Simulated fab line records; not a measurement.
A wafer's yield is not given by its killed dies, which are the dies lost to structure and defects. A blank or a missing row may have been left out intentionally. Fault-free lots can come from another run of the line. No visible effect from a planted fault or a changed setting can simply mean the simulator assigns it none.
Code-filled problem report in 8D (eight disciplines) form ; flow nandHarc ; the parts of the form that need people (team, actions taken, sign-off) are left out

== 1. PROBLEM STATEMENT ==
runLengthS at NHARC_A_STAIRCASE_TRIM_231 reads a mean of 245.6 s on 6 wafers of 2 lots; wafers without a fault read 232.7 s with a standard deviation of 0.45. That is +29 standard deviations from the usual mean.
The step: chemistry O2, time 211.2 s.
The first sign was on wafer L258.2 at day 21 05:59, on rieDiel-04. At this step, 30 wafers from 10 lots have a number in the record. Rule for "out", or "out of limits": more than 4 standard deviations from the usual mean. All remaining wafers that have a number are taken as sound.

== 2. WHAT THIS IS AND IS NOT ==
question;is;is not
which readings at this step;runLengthS;chamberPressureMTorr, drypumpMotorCurrentA, oesProductAu, rfVppV, showerheadPlenumPTorr, throttleValvePct
which lots;L258, L260;L245, L246, L250, L264, L265, L266, L267, L268
which wafers of those lots;all that have a number;-
read on which tools;rieDiel-04;rieDiel-02, rieDiel-11
when;from day 21 05:59;"up to then (9 sound wafers); but 15 sound wafers of L264, L265, L266, L267, L268 came after"

== 3. WHAT RULES OUT EACH SUSPECT ==
Counting: a tool at any process step up to the reading remains a suspect when it ran all the lots that are out and ran no sound lot after the first of those.
- rieDiel-04 at NHARC_A_STAIRCASE_TRIM_229 (chemistry O2, time 211.2 s): ruled out as a lasting fault. Sound lots L265, L267 ran on it after its first lot that is out, L258 (day 21 05:41).
- rieDiel-04 at NHARC_A_STAIRCASE_TRIM_231 (chemistry O2, time 211.2 s): ruled out as a lasting fault. Sound lots L265, L267 ran on it after its first lot that is out, L258 (day 21 05:59).
Left after counting: nothing in the record.

== 4. THE CAUSE (what the simulator had put in) ==
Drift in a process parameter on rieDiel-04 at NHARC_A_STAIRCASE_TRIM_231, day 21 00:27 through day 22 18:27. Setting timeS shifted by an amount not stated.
Counting ruled it out, wrongly.

== 5. THE CHAIN OF EFFECTS, in route order ==
One row per reading whose mean, taken over the struck wafers that have a number, lies over 3 standard deviations from the usual. Scope: only readings with a usual standard deviation given in the record; hours: median across lots of the time from each lot's start at the first step in this table that gives one to its start at this step; sigmas: change in usual standard deviations.
hours;step;reading;usual;on struck wafers;change;sigmas
0;NHARC_A_STAIRCASE_TRIM_231;runLengthS;232.7 s;245.6;+12.9;+29
Here are the process steps it includes:
- NHARC_A_STAIRCASE_TRIM_231: chemistry O2, time 211.2 s.
At these later measuring or inspecting steps, every struck wafer for which the step has a row has a number for every such reading, and none has moved that far: NHARC_END_SORT_01.

== 6. HOW IT WOULD HAVE BEEN CAUGHT EARLIER ==
6 hours passed between the start of the fault at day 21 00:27 and the first reading out of limits in this record, taken at day 21 05:59.
